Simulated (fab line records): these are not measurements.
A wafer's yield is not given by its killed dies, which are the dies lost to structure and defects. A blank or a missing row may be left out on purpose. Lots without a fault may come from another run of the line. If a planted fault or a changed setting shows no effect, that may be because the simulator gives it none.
Comparing a struck lot with a sound one | flow n5 finfet | 37 steps out of a route of 1938
Sound: wafers L551.1, L551.5, L551.6. The struck wafers were L547.1, L547.5, L547.6. At the end, the cause is stated.
Each step with rows lists, per side, the tool, then ch with its chambers, then its first start. Under that, the readings that differ: sound wafers | struck wafers | difference of the means | sigmas: that difference in standard deviations of wafers without a fault.
alike: readings with means less than 2 such deviations apart, plus words and numbers identical on both sides. not compared: withheld readings, readings lacking a value on some wafer, bounds such as >300 that could conceal the same value, and numbers that have no deviation in the record and whose values overlap.
Wherever a step has rows on one side only, a row that says differs or no value, or a row with sigmas, the two part there. Numbers that don't overlap but have no deviation are shown without sigmas and don't part them. Lack of a reading on every wafer of one side parts them only where that side has two or more wafers.

first, 9 steps without rows for these wafers: N5_BEOL_M4_ANNEAL_95 (time 240 s); N5_BEOL_M4_SPUTTER_96 (material Cu, target thk 4.5 nm, time 8.29 s); N5_BEOL_M4_ECD_50 (material Cu, target thk 300 nm); N5_BEOL_M4_ANNEAL_51 (time 90 s); N5_BEOL_M4_CMP_52 (polishes, stops on SiOC, t overpolish 6.8 s, target thk 40 nm); N5_BEOL_M4_PRE_CLEAN_60 (time 15 s); N5_BEOL_M4_CO_CAP_55 (material Co, precursor CCTBA/H2, target thk 2 nm, time 102.1 s); N5_BEOL_M4_PRE_CLEAN_56 (time 15 s); N5_BEOL_M4_DEP_57 (deposits SiCN from 3MS/NH3, target thk 8 nm, time 14 s).
N5_BEOL_M4_RC_MEAS_101:
  sound on prober-01 ch 0, day 13 14:14; struck on prober-02 ch 0, day 12 07:05
  alike: DIBL_N, DIBL_P, IOFF_N, IOFF_P, ION_N, ION_P, SS_N, SS_P, VT_N, VT_P
then, 24 steps without rows for these wafers: N5_BEOL_M5_ILD_DEP_00 (deposits SiCOH lowk from DEMS/porogen, target thk 140.64 nm, time 25.9 s); N5_BEOL_M5_CURE_79 (cures SiCOH lowk, time 240 s); N5_BEOL_M5_PECVD_70 (deposits SiO2 from TEOS/O2, target thk 16 nm, time 18 s); N5_BEOL_M5_HM_DEP_02 (deposits TiN, target thk 20 nm); N5_BEOL_M5_COAT_59 (time 60 s, resist thk 60 nm); N5_BEOL_M5_COAT_60 (time 60 s, resist thk 12 nm); N5_BEOL_M5_COAT_71 (time 60 s, resist thk 5 nm); N5_BEOL_M5_COAT_05 (resist thk 30 nm); N5_BEOL_M5_EBR_07; N5_BEOL_M5_SOFTBAKE_06 (time 60 s); N5_BEOL_M5_EXPOSE_08 (exposes mask M5, target cd 28 nm); N5_BEOL_M5_PEB_09 (peb time 60 s); N5_BEOL_M5_DEVELOP_10 (develop time 30 s); N5_BEOL_M5_DESCUM_16 (chemistry O2, time 7 s); N5_BEOL_M5_ETCH_72 (etches underlayer in N2/H2, target depth 6.5 nm, time 5.2 s); N5_BEOL_M5_ETCH_61 (etches SiARC in CF4, target depth 15.6 nm, time 26 s); N5_BEOL_M5_ETCH_62 (etches SOC in N2/H2, target depth 75 nm, overetch 15 nm, time 112.5 s); N5_BEOL_M5_STRIP_63 (strips in N2/H2); N5_BEOL_M5_STRIP_73 (strips in N2/H2); N5_BEOL_M5_STRIP_64 (strips in CF4); N5_BEOL_M5_HM_OPEN_17 (chemistry Cl2/BCl3, target TiN, target depth 20 nm, overetch 6 nm); N5_BEOL_M5_STRIP_19 (strips in O2); N5_BEOL_M5_COAT_65 (time 60 s, resist thk 60 nm); N5_BEOL_M5_COAT_66 (time 60 s, resist thk 12 nm).
N5_BEOL_M6_EXPOSE_08: exposes mask M6.
  sound on arfi scanner-02 ch 0, day 14 06:17; struck on arfi scanner-03 ch 0, day 12 21:38
  reading                         | sound          | struck         | difference | sigmas
  model.BEOL_M6.overlay x nm (nm) | -0.2 -0.2 -0.2 | 15.6 15.6 15.6 | +15.8      |
  alike: mask
N5_BEOL_M6_OVL_MEAS_12:
  sound on overlay-02 ch 0, day 14 06:27; struck on overlay-02 ch 0, day 12 21:48
  reading     | sound         | struck         | difference | sigmas
  M6_OVL (nm) | -0.3 -0.7 0.3 | 15.1 16.0 15.5 | +15.8      | +22
-- here the record skips 4 days between the struck wafers' starts before and after, leaving off in module BEOL_M6 and picking up in module PASSIVATION (first step shown: number 1936 of the route) --
N5_PASSIVATION_PROBE_49:
  sound on prober-02 at day 17 15:30; struck on prober-02 at day 16 14:43
  reading                  | sound          | struck         | difference | sigmas
  defect limited yield (%) | 90.9 92.8 90.5 | 59.1 55.3 43.3 | -38.8      | -30
  killed_at_M4_up          | 23 22 28       | 394 407 559    | +429       | +82
  killed dies              | 107 85 112     | 483 528 669    | +459       | +29
  killed on rim            | 19 12 12       | 66 66 85       | +58        | +15
  sort_bin_5_function (%)  | 4.7 4.6 5.7    | 22.1 23.6 29.1 | +19.9      | +23
  sort n pass              | 1073 1095 1068 | 697 652 511    | -459       | -29
  sort yield pct (%)       | 90.9 92.8 90.5 | 59.1 55.3 43.3 | -38.8      | -30
  alike: killed_at_M0_to_M3, killed at contacts, killed at front end, killed at other, killed open, killed short, sort_bin_6_memory

## WHERE THEY PART
Last at N5_PASSIVATION_PROBE_49 as far as this record goes, first at N5_BEOL_M6_OVL_MEAS_12.

WHY: what the simulator had put in
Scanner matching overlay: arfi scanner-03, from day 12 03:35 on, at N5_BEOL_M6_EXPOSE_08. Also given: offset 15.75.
